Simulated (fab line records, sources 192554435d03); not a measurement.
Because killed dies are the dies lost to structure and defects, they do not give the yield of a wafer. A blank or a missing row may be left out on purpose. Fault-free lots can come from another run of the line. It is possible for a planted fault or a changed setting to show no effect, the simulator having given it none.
A lot that was struck, set against a sound lot -- flow n5 finfet -- 38 out of 1938 route steps
Sound: these wafers, L434.3, L434.4, L434.6. Struck: wafer L446.3 (L446.2, L446.5, from the same lot, were not struck and are left out); the cause is given at the end.
At each step with rows: each side's tool, then ch and its chambers, then its first start. Under that, the readings that differ: sound wafers -- struck wafers -- difference of the means -- sigmas: that difference in standard deviations of wafers without a fault.
alike: readings whose means differ by less than 2 such deviations, and words and numbers that are the same on both sides. not compared: withheld readings, readings that some wafer has no value for, bounds like >300 that may hide the same value, and numbers for which the record gives no deviation and whose values overlap.
The two part at a step that has a row with sigmas, a row that says differs or no value, or rows on one side only. Numbers that have no deviation but don't overlap get no sigmas and don't part them. A reading that every wafer of one side lacks parts them only if that side has two wafers or more.

first, 9 steps without rows for these wafers: N5_MOL_CONTACT_COAG_CVD_140 (deposits W, target thk 66.5 nm, time 215 s); N5_MOL_CONTACT_COAG_PRECLEAN_127 (cleans in DIW, time 57.5 s); N5_MOL_CONTACT_COAG_SRD_128 (dry time 32 s); N5_MOL_CONTACT_COAG_CMP_52 (polishes, stops on SiO2, t overpolish 1.5 s, target thk 66.5 nm); N5_MOL_CONTACT_COAG_ANNEAL_112 (time 1800 s); N5_BEOL_M0_SAQP_PECVD_00 (deposits SiCN from 3MS/NH3, target thk 8 nm, time 14 s); N5_BEOL_M0_SAQP_ILD_DEP_01 (deposits SiOC from DEMS/O2, target thk 45.419 nm, time 8.7 s); N5_BEOL_M0_SAQP_HM_DEP_02 (deposits TiN, target thk 12 nm); N5_BEOL_M0_SAQP_PECVD_03 (deposits SiCN from 3MS/NH3, target thk 12 nm, time 21.1 s).
N5_BEOL_M0_SAQP_PECVD_96: deposits a-Si from SiH4/He, target thk 45 nm, time 45.2 s.
  sound on pecvd-02 ch 1,2, day 7 02:20; struck on pecvd-02 ch 1, day 9 21:01
  alike: heater power w, rf fwd power W, showerhead plenum p Torr, showerhead vpp V, throttle valve pct
then, 25 steps without rows for these wafers: N5_BEOL_M0_SAQP_PECVD_97 (deposits SiNx from SiH4/NH3/N2, target thk 23 nm, time 19.9 s); N5_BEOL_M0_SAQP_PECVD_04 (deposits a-Si from SiH4/He, target thk 60 nm, time 60.2 s); N5_BEOL_M0_SAQP_HM_DEP_111 (deposits SiO2 from SiH4/N2O, target thk 12 nm, time 7.2 s); N5_BEOL_M0_SAQP_COAT_81 (time 60 s, resist thk 100 nm); N5_BEOL_M0_SAQP_COAT_82 (time 60 s, resist thk 30 nm); N5_BEOL_M0_SAQP_COAT_08 (resist thk 90 nm); N5_BEOL_M0_SAQP_EBR_10; N5_BEOL_M0_SAQP_SOFTBAKE_09 (time 60 s); N5_BEOL_M0_SAQP_EXPOSE_11 (exposes mask M0 CORE, target cd 42 nm); N5_BEOL_M0_SAQP_PEB_12 (peb time 60 s); N5_BEOL_M0_SAQP_DEVELOP_13 (develop time 30 s); N5_BEOL_M0_SAQP_DESCUM_19 (chemistry O2, time 7.9 s); N5_BEOL_M0_SAQP_ETCH_83 (etches SiARC in CF4, target depth 39 nm, time 65 s); N5_BEOL_M0_SAQP_ETCH_84 (etches SOC in N2/H2, target depth 100 nm, overetch 20 nm, time 150 s); N5_BEOL_M0_SAQP_STRIP_80 (strips in N2/H2); N5_BEOL_M0_SAQP_HM_OPEN_112 (chemistry CHF3/O2, target SiO2, stops on a-Si, target depth 12 nm, time 13.5 s); N5_BEOL_M0_SAQP_STRIP_113 (strips in CHF3/O2); N5_BEOL_M0_SAQP_MANDREL_ETCH_20 (etches a-Si in HBr/Cl2, stops on SiNx, target depth 60 nm, bt time 10 s, time 30 s); N5_BEOL_M0_SAQP_STRIP_86 (strips in N2/H2); N5_BEOL_M0_SAQP_STRIP_115 (strips in post etch residue remover, time 60 s); N5_BEOL_M0_SAQP_SRD_93 (time 30 s); N5_BEOL_M0_SAQP_RECESS_114 (chemistry HF/NH3, target SiO2, target depth 14.4 nm, afs cycles 3, sublimation time 60 s); N5_BEOL_M0_SAQP_SPACER1_ALD_98 (deposits SiO2, target thk 12.8 nm, pulse time 1 s, purge time 2 s); N5_BEOL_M0_SAQP_SPACER1_ETCHBACK_99 (etches SiO2 in CHF3/O2, target depth 15.4 nm, time 7.7 s); N5_BEOL_M0_SAQP_MANDREL1_REMOVE_100 (chemistry HBr/Cl2/O2, target a-Si, stops on SiNx, bt time 10 s).
N5_BEOL_M0_SAQP_MANDREL_ETCH_103: etches a-Si in HBr/Cl2, stops on SiCN, target depth 45 nm, bt time 10 s, time 27 s.
  sound on rie si-06 ch 0,1,3, day 7 06:52; struck on rie si-06 ch 0, day 10 00:19
reading,sound,struck,difference,sigmas
oes product au (a.u.),0.668 0.686 0.701,0.628,-0.057,-4
  alike: bias w, drypump motor current A, mfc cl2 sccm, rf fwd power W, throttle valve pct
  not compared: rf hours counter h
-- record jumps: 3 days separate the struck wafers' starts on either side; left off in module BEOL_M0_SAQP, taken up again in module BEOL_M4, whose first shown step is the route's number 1111 --
N5_BEOL_M4_RC_MEAS_101:
  sound on prober-02 ch 0, day 9 08:29; struck on prober-01 ch 0, day 12 22:52
  alike: DIBL_N, DIBL_P, IOFF_N, IOFF_P, ION_N, ION_P, SS_N, SS_P, VT_N, VT_P
-- the record jumps here: 5 days lie between the struck wafers' starts before and after (it left off in module BEOL_M4 and takes up again in module PASSIVATION, whose first step shown is number 1936 of the route) --
N5_PASSIVATION_PROBE_49:
  sound on prober-02 at day 13 21:31; struck on prober-02 at day 17 18:29
  alike: defect limited yield, killed_at_M0_to_M3, killed_at_M4_up, killed at contacts, killed at front end, killed at other, killed dies, killed open, killed short, sort_bin_5_function, sort_bin_6_memory, sort n pass, sort yield pct

== WHERE THEY PART ==
Only at N5_BEOL_M0_SAQP_MANDREL_ETCH_103, within this record. Later steps at which nothing parts them and some readings are alike: N5_BEOL_M4_RC_MEAS_101, N5_PASSIVATION_PROBE_49.

WHY: what the simulator had put in
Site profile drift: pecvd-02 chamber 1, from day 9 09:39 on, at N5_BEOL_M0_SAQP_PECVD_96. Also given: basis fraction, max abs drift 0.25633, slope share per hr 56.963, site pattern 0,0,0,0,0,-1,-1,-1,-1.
